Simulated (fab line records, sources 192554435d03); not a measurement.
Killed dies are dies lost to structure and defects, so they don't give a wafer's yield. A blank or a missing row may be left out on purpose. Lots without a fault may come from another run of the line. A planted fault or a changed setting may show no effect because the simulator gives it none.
A struck lot beside a sound one | flow n5_finfet | 15 steps out of a route of 1938
Sound: wafers L203.1, L203.4, L203.6. Struck: wafers L207.2, L207.3, L207.6. The cause comes at the end.
At each step with rows: each side's tool, then ch and its chambers, then its first start. Under that, the readings that differ: sound wafers | struck wafers | difference of the means | sigmas: that difference in standard deviations of wafers without a fault.
alike: readings whose means differ by less than 2 such deviations, and words and numbers that are the same on both sides. not compared: withheld readings, readings that some wafer has no value for, bounds like >300 that may hide the same value, and numbers for which the record gives no deviation and whose values overlap.
The two part at a step that has a row with sigmas, a row that says differs or no value, or rows on one side only. Numbers that don't overlap but have no deviation are shown without sigmas and don't part them. A reading that every wafer of one side lacks parts them only if that side has two wafers or more.

N5_BEOL_M0_ETCH_138: etches SiCN in CH3F/O2, target depth 12 nm, time 31.6 s.
  sound on rie_diel-06 ch 1,2,3, day 8 06:26; struck on rie_diel-01 ch 0,1, day 9 21:52
  alike: drypump_motor_current_A, etch_rf_on_time_s, oes_product_au, rf_vpp_V, showerhead_plenum_p_Torr, throttle_valve_pct
  not compared: rf_hours_counter_h
then, 1 step without rows for these wafers: N5_BEOL_M0_HM_OPEN_105 (chemistry Cl2/BCl3, target TiN, target depth 12 nm).
N5_BEOL_M0_STRIP_140: strips in CF4.
  sound on rie_diel-03 ch 0,1, day 8 06:44; struck on rie_diel-06 ch 0,1,3, day 9 23:47
  alike: bias_power_w, cf4_flow_sccm, drypump_motor_current_A, oes_product_au, rf_vpp_V, showerhead_plenum_p_Torr, throttle_valve_pct
  not compared: rf_hours_counter_h
N5_BEOL_M0_STRIP_104: strips in N2/H2.
  sound on rie_diel-03 ch 0,1, day 8 06:45; struck on rie_diel-06 ch 0,1,3, day 9 23:48
  alike: bias_power_w, chamber_pressure_mTorr, drypump_motor_current_A, n2_flow_sccm, oes_product_au, rf_vpp_V, showerhead_plenum_p_Torr, throttle_valve_pct
  not compared: rf_hours_counter_h
then, 1 step without rows for these wafers: N5_BEOL_M0_WET_ETCH_106 (etches SiO2 in DHF, target depth 130 nm, rinse time 30 s).
N5_BEOL_M0_ETCH_128: etches SiCN in CF4/N2, target depth 12 nm, overetch 5.1 nm, time 21.4 s.
  sound on rie_diel-06 ch 0,1,2, day 8 06:53; struck on rie_diel-06 ch 0,3, day 9 23:55
  alike: drypump_motor_current_A, n2_flow_sccm, oes_product_au, rf_vpp_V, showerhead_plenum_p_Torr, throttle_valve_pct
  not compared: rf_hours_counter_h
then, 1 step without rows for these wafers: N5_BEOL_M0_TRENCH_ETCH_107 (etches SiOC in C4F6/O2, target depth 32.8 nm, time 16.4 s).
N5_BEOL_M0_STRIP_142: strips in N2/H2, time 10 s.
  sound on rie_diel-06 ch 0,1,2, day 8 06:56; struck on rie_diel-06 ch 0,3, day 9 23:59
  reading             | sound             | struck            | difference | sigmas
  n2_flow_sccm (sccm) | 199.3 198.3 199.4 | 200.4 200.1 200.2 | +1.2       | +2
  alike: bias_power_w, chamber_pressure_mTorr, drypump_motor_current_A, oes_product_au, rf_vpp_V, showerhead_plenum_p_Torr, throttle_valve_pct
  not compared: rf_hours_counter_h
N5_BEOL_M0_OCD_MEAS_108:
  sound on ocd-01, day 8 07:01; struck on ocd-01, day 10 00:04
  alike: trench_depth_nm
then, 3 steps without rows for these wafers: N5_BEOL_M0_HM_STRIP_129 (strips TiN in peroxide tin strip, target depth 17 nm, time 108 s); N5_BEOL_M0_SRD_130 (time 30 s); N5_BEOL_M0_ETCH_109 (etches SiCN in CH3F/O2, target depth 8 nm, overetch 2.4 nm, time 27.4 s).
N5_BEOL_M0_STRIP_139: strips in post etch residue remover, time 60 s.
  sound on wet_bench-05 ch 1,4,6, day 8 07:14; struck on wet_bench-05 ch 3,4,5, day 10 00:20
  no value came back on the struck wafers for run_length_s (s), temp_c (C); on the sound wafers run_length_s (s) reads 65.2 66.8 67.4
then, 1 step without rows for these wafers: N5_BEOL_M0_SRD_111 (time 30 s).
-- the record jumps here: 2 days lie between the struck wafers' starts before and after (it left off in module BEOL_M0 and takes up again in module BEOL_M4, whose first step shown is number 1111 of the route) --
N5_BEOL_M4_RC_MEAS_101:
  sound on prober-01 ch 0, day 10 16:18; struck on prober-02 ch 0, day 12 03:47
  alike: DIBL_N, DIBL_P, IOFF_N, IOFF_P, ION_N, ION_P, SS_N, SS_P, VT_N, VT_P

WHERE THEY PART
First at N5_BEOL_M0_STRIP_142; last, within this record, at N5_BEOL_M0_STRIP_139. Later steps at which nothing parts them and some readings are alike: N5_BEOL_M4_RC_MEAS_101.

WHY: what the simulator had put in
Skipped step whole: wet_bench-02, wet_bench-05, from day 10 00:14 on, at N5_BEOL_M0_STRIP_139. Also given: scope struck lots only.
